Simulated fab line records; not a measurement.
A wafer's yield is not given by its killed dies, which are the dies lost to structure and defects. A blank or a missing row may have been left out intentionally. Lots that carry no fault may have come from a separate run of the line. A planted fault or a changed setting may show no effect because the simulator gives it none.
Which tool is to blame? :: flow n5-finfet :: 11 lots, 33 wafers sampled, at 5 steps of a route of 1938

WHAT EACH GAUGE READ, for each wafer
N5_WELL_APT_CD_MEAS_08 targets a cd of 200 nm.
lot: L905
measured: day 1 13:43
on: cd-sem-02
cd-nm (nm): 200.8 200.0 199.5

lot: L906
measured: day 1 20:10
on: cd-sem-01
cd-nm (nm): 200.2 201.3 201.6

lot: L908
measured: day 2 07:53
on: cd-sem-01
cd-nm (nm): 202.1 202.6 202.6

lot: L909
measured: day 2 13:35
on: cd-sem-01
cd-nm (nm): 199.9 199.9 198.8

lot: L910
measured: day 2 19:46
on: cd-sem-01
cd-nm (nm): 199.4 199.7 203.2

lot: L914
measured: day 3 19:35
on: cd-sem-03
cd-nm (nm): 200.3 198.7 198.4

lot: L916
measured: day 4 07:47
on: cd-sem-01
cd-nm (nm): 199.2 201.7 199.8

lot: L921
measured: day 5 13:54
on: cd-sem-02
cd-nm (nm): 198.9 199.1 199.4

lot: L923
measured: day 6 01:41
on: cd-sem-02
cd-nm (nm): 199.3 200.9 198.8

lot: L927
measured: day 7 02:02
on: cd-sem-03
cd-nm (nm): 200.4 202.4 201.4

lot: L928
measured: day 7 07:34
on: cd-sem-02
cd-nm (nm): 199.8 201.0 200.4

N5_WELL_APT_INSPECT_38: inspects for defects (darkfield).
lot: L905
measured: day 1 17:05
on: defect-inspect-02
raw-defect-count: 7 7 17

lot: L906
measured: day 1 23:17
on: defect-inspect-02
raw-defect-count: 14 18 13

lot: L908
measured: day 2 10:54
on: defect-inspect-01
raw-defect-count: 7 12 2

lot: L909
measured: day 2 16:44
on: defect-inspect-01
raw-defect-count: 22 8 18

lot: L910
measured: day 2 22:46
on: defect-inspect-01
raw-defect-count: 13 17 18

lot: L914
measured: day 3 22:26
on: defect-inspect-02
raw-defect-count: 26 14 17

lot: L916
measured: day 4 11:34
on: defect-inspect-02
raw-defect-count: 10 12 16

lot: L921
measured: day 5 16:51
on: defect-inspect-02
raw-defect-count: 12 13 12

lot: L923
measured: day 6 04:40
on: defect-inspect-01
raw-defect-count: 9 4 6

lot: L927
measured: day 7 05:30
on: defect-inspect-01
raw-defect-count: 10 13 13

lot: L928
measured: day 7 10:26
on: defect-inspect-02
raw-defect-count: 18 16 10

N5_PMOS_HMC_CHANNEL_EPI_OVL_MEAS_10.
lot: L905
measured: day 1 17:26
on: overlay-02
PMOS_HMC_BLK_OVL (nm): 0.2 0.6 0.0

lot: L906
measured: day 1 23:45
on: overlay-02
PMOS_HMC_BLK_OVL (nm): 2.0 2.8 1.9

lot: L908
measured: day 2 11:16
on: overlay-01
PMOS_HMC_BLK_OVL (nm): 1.4 1.8 2.8

lot: L909
measured: day 2 17:12
on: overlay-01
PMOS_HMC_BLK_OVL (nm): 0.3 1.1 0.1

lot: L910
measured: day 2 23:14
on: overlay-02
PMOS_HMC_BLK_OVL (nm): 0.1 1.3 1.1

lot: L914
measured: day 3 22:54
on: overlay-02
PMOS_HMC_BLK_OVL (nm): 1.7 1.3 1.6

lot: L916
measured: day 4 12:03
on: overlay-01
PMOS_HMC_BLK_OVL (nm): 0.5 0.6 -1.3

lot: L921
measured: day 5 17:19
on: overlay-02
PMOS_HMC_BLK_OVL (nm): 0.1 -0.1 1.0

lot: L923
measured: day 6 05:08
on: overlay-02
PMOS_HMC_BLK_OVL (nm): 2.9 1.3 0.9

lot: L927
measured: day 7 05:58
on: overlay-02
PMOS_HMC_BLK_OVL (nm): 1.1 1.8 1.3

lot: L928
measured: day 7 10:48
on: overlay-01
PMOS_HMC_BLK_OVL (nm): 0.6 0.4 1.1

N5_BEOL_M4_RC_MEAS_101.
lot: L905
measured: day 8 06:47
on: prober-01
DIBL_N (mV/V): 38.2 35.8 35.6
DIBL_P (mV/V): 37.5 35.9 35.2
IOFF_N (nA/um): 0.189 0.159 0.153
IOFF_P (nA/um): 0.202 0.170 0.171
ION_N (uA/um): 675 684 670
ION_P (uA/um): 452 457 454
RS_NWELL (ohm/sq): 1023 1040 1042
SS_N (mV/dec): 71.7 71.4 71.3
SS_P (mV/dec): 74.4 73.3 73.4
VT_N (mV): 250.0 247.6 249.0
VT_P (mV): -250 -254 -253

lot: L906
measured: day 9 03:01
on: prober-01
DIBL_N (mV/V): 36.7 38.6 35.3
DIBL_P (mV/V): 36.4 38.9 34.2
IOFF_N (nA/um): 0.153 0.196 0.126
IOFF_P (nA/um): 0.202 0.240 0.182
ION_N (uA/um): 689 686 673
ION_P (uA/um): 467 472 462
RS_NWELL (ohm/sq): 1030 1035 1021
SS_N (mV/dec): 71.5 71.4 70.3
SS_P (mV/dec): 73.5 74.0 72.3
VT_N (mV): 251.2 245.2 252.9
VT_P (mV): -252 -247 -250

lot: L908
measured: day 9 04:58
on: prober-02
DIBL_N (mV/V): 35.3 35.8 37.2
DIBL_P (mV/V): 37.1 37.9 39.1
IOFF_N (nA/um): 0.145 0.164 0.180
IOFF_P (nA/um): 0.209 0.219 0.228
ION_N (uA/um): 673 684 675
ION_P (uA/um): 460 470 462
RS_NWELL (ohm/sq): 1033 1036 1031
SS_N (mV/dec): 72.4 71.9 71.2
SS_P (mV/dec): 73.7 73.7 74.0
VT_N (mV): 251.0 247.8 246.9
VT_P (mV): -248 -249 -250

lot: L909
measured: day 9 09:43
on: prober-01
DIBL_N (mV/V): 35.7 37.4 36.9
DIBL_P (mV/V): 35.7 38.1 38.1
IOFF_N (nA/um): 0.134 0.174 0.166
IOFF_P (nA/um): 0.195 0.230 0.226
ION_N (uA/um): 666 678 674
ION_P (uA/um): 460 464 465
RS_NWELL (ohm/sq): 1035 1035 1043
SS_N (mV/dec): 70.8 72.0 71.2
SS_P (mV/dec): 73.8 73.9 73.9
VT_N (mV): 251.8 247.8 247.5
VT_P (mV): -251 -248 -248

lot: L910
measured: day 9 13:22
on: prober-02
DIBL_N (mV/V): 35.3 35.6 35.8
DIBL_P (mV/V): 34.4 34.9 35.2
IOFF_N (nA/um): 0.133 0.142 0.139
IOFF_P (nA/um): 0.209 0.221 0.221
ION_N (uA/um): 668 658 658
ION_P (uA/um): 463 460 464
RS_NWELL (ohm/sq): 1034 1046 1041
SS_N (mV/dec): 71.6 71.7 71.1
SS_P (mV/dec): 73.5 73.2 72.9
VT_N (mV): 251.0 251.5 251.9
VT_P (mV): -248 -250 -248

lot: L914
measured: day 10 15:25
on: prober-01
DIBL_N (mV/V): 36.2 35.1 36.1
DIBL_P (mV/V): 36.6 35.4 35.4
IOFF_N (nA/um): 0.162 0.136 0.149
IOFF_P (nA/um): 0.206 0.191 0.187
ION_N (uA/um): 677 669 672
ION_P (uA/um): 460 462 457
RS_NWELL (ohm/sq): 1428 1434 1422
SS_N (mV/dec): 72.1 72.1 71.4
SS_P (mV/dec): 73.0 72.4 73.0
VT_N (mV): 248.5 253.7 251.0
VT_P (mV): -249 -251 -253

lot: L916
measured: day 11 01:07
on: prober-02
DIBL_N (mV/V): 36.6 34.6 35.2
DIBL_P (mV/V): 37.6 35.6 35.7
IOFF_N (nA/um): 0.159 0.127 0.128
IOFF_P (nA/um): 0.189 0.160 0.156
ION_N (uA/um): 673 670 653
ION_P (uA/um): 456 459 455
RS_NWELL (ohm/sq): 1419 1434 1429
SS_N (mV/dec): 72.3 71.2 70.8
SS_P (mV/dec): 73.7 73.6 73.2
VT_N (mV): 249.8 254.3 255.9
VT_P (mV): -254 -256 -258

lot: L921
measured: day 12 04:54
on: prober-02
DIBL_N (mV/V): 35.3 35.0 35.6
DIBL_P (mV/V): 35.3 34.6 35.6
IOFF_N (nA/um): 0.163 0.152 0.161
IOFF_P (nA/um): 0.191 0.175 0.190
ION_N (uA/um): 676 676 665
ION_P (uA/um): 464 460 454
RS_NWELL (ohm/sq): 1036 1039 1040
SS_N (mV/dec): 70.1 71.7 72.0
SS_P (mV/dec): 73.3 72.3 72.9
VT_N (mV): 248.6 249.7 249.3
VT_P (mV): -249 -254 -252

lot: L923
measured: day 13 06:08
on: prober-02
DIBL_N (mV/V): 34.0 33.1 32.6
DIBL_P (mV/V): 35.5 34.0 32.9
IOFF_N (nA/um): 0.165 0.133 0.132
IOFF_P (nA/um): 0.218 0.186 0.181
ION_N (uA/um): 681 673 668
ION_P (uA/um): 469 463 462
RS_NWELL (ohm/sq): 1034 1040 1042
SS_N (mV/dec): 71.8 71.9 71.5
SS_P (mV/dec): 73.3 73.2 72.8
VT_N (mV): 251.1 253.3 251.0
VT_P (mV): -248 -255 -252

lot: L927
measured: day 13 16:02
on: prober-02
DIBL_N (mV/V): 35.6 36.6 36.2
DIBL_P (mV/V): 34.9 36.5 35.5
IOFF_N (nA/um): 0.128 0.145 0.137
IOFF_P (nA/um): 0.158 0.184 0.164
ION_N (uA/um): 664 664 670
ION_P (uA/um): 450 461 460
RS_NWELL (ohm/sq): 1034 1022 1042
SS_N (mV/dec): 71.2 71.8 70.7
SS_P (mV/dec): 72.5 72.6 73.4
VT_N (mV): 251.8 250.5 250.4
VT_P (mV): -256 -252 -254

lot: L928
measured: day 14 08:23
on: prober-01
DIBL_N (mV/V): 35.3 36.9 35.5
DIBL_P (mV/V): 34.7 36.3 35.1
IOFF_N (nA/um): 0.133 0.159 0.136
IOFF_P (nA/um): 0.178 0.211 0.187
ION_N (uA/um): 662 670 660
ION_P (uA/um): 455 460 458
RS_NWELL (ohm/sq): 1035 1034 1027
SS_N (mV/dec): 70.6 71.9 71.2
SS_P (mV/dec): 72.8 74.2 72.3
VT_N (mV): 254.3 251.2 253.6
VT_P (mV): -255 -252 -252

WHAT TOOL EACH LOT RAN ON (gives the tool, then ch and the chambers of the sampled wafers, and finally the start)
lot: L905
N5_WELL_APT_IMPLANT_14: implanter-02 ch 0, day 1 14:08

lot: L906
N5_WELL_APT_IMPLANT_14: implanter-01 ch 0, day 1 20:23

lot: L908
N5_WELL_APT_IMPLANT_14: implanter-01 ch 0, day 2 08:04

lot: L909
N5_WELL_APT_IMPLANT_14: implanter-02 ch 0, day 2 13:46

lot: L910
N5_WELL_APT_IMPLANT_14: implanter-01 ch 0, day 2 20:09

lot: L914
N5_WELL_APT_IMPLANT_14: implanter-02 ch 0, day 3 19:47

lot: L916
N5_WELL_APT_IMPLANT_14: implanter-02 ch 0, day 4 08:19

lot: L921
N5_WELL_APT_IMPLANT_14: implanter-01 ch 0, day 5 14:10

lot: L923
N5_WELL_APT_IMPLANT_14: implanter-01 ch 0, day 6 01:56

lot: L927
N5_WELL_APT_IMPLANT_14: implanter-01 ch 0, day 7 02:15

lot: L928
N5_WELL_APT_IMPLANT_14: implanter-02 ch 0, day 7 07:47
- N5_WELL_APT_IMPLANT_14

WHAT THE TOOLS THEMSELVES READ (means of the sampled wafers that have a number; where no wafer has one, the mark that the record gives instead)
N5_WELL_APT_IMPLANT_14.
lot: L905
tool: implanter-02
dose-ions-cm2: 1.5019e+13
faraday-current-uA: 192

lot: L906
tool: implanter-01
dose-ions-cm2: 1.4989e+13
faraday-current-uA: 186

lot: L908
tool: implanter-01
dose-ions-cm2: 1.4998e+13
faraday-current-uA: 191

lot: L909
tool: implanter-02
dose-ions-cm2: 1.4991e+13
faraday-current-uA: 190

lot: L910
tool: implanter-01
dose-ions-cm2: 1.4988e+13
faraday-current-uA: 191

lot: L914
tool: implanter-02
dose-ions-cm2: 8.4840e+12
faraday-current-uA: 108

lot: L916
tool: implanter-02
dose-ions-cm2: 8.4893e+12
faraday-current-uA: 109

lot: L921
tool: implanter-01
dose-ions-cm2: 1.5002e+13
faraday-current-uA: 190

lot: L923
tool: implanter-01
dose-ions-cm2: 1.4995e+13
faraday-current-uA: 193

lot: L927
tool: implanter-01
dose-ions-cm2: 1.4995e+13
faraday-current-uA: 194

lot: L928
tool: implanter-02
dose-ions-cm2: 1.4998e+13
faraday-current-uA: 187

THE ANSWER, worked out from the rows above alone
Rule: usual is defined by the lots themselves. Put in order of their means at a reading, lots are off if they are a third of the lots or fewer, leave a main group of 4 or more, and stand apart from it by a gap of 3 or more times the standard deviation of the main group's means; of several such gaps the widest counts. If all means in a main group match to the digits the tables above print for the reading, that group is not used. A lot without any number at a reading at which 4 lots or more have one is off too. Any other lot the step has rows for is counted as sound. After the gauges, taken in route order, come the tools' own readings; for these a lot's mean is taken, as printed above. The first step at which some lot is off is used, and at that step the reading that is off furthest; a lot without a number counts as furthest.
Off: L914, L916, at N5_BEOL_M4_RC_MEAS_101 (RS_NWELL). The main group: mean 1035 ohm/sq, standard deviation 3.6.
A tool fits if, at a process step before that reading, it ran every lot that is off, and no sound lot after the first of them. Not tried: the gauges at N5_BEOL_M4_RC_MEAS_101; whatever is off there is also off at N5_WELL_APT_IMPLANT_14, on other tools, and gauge error can't account for it. Of those tried, none fits.

WHAT HAD BEEN PUT IN BY THE SIMULATOR
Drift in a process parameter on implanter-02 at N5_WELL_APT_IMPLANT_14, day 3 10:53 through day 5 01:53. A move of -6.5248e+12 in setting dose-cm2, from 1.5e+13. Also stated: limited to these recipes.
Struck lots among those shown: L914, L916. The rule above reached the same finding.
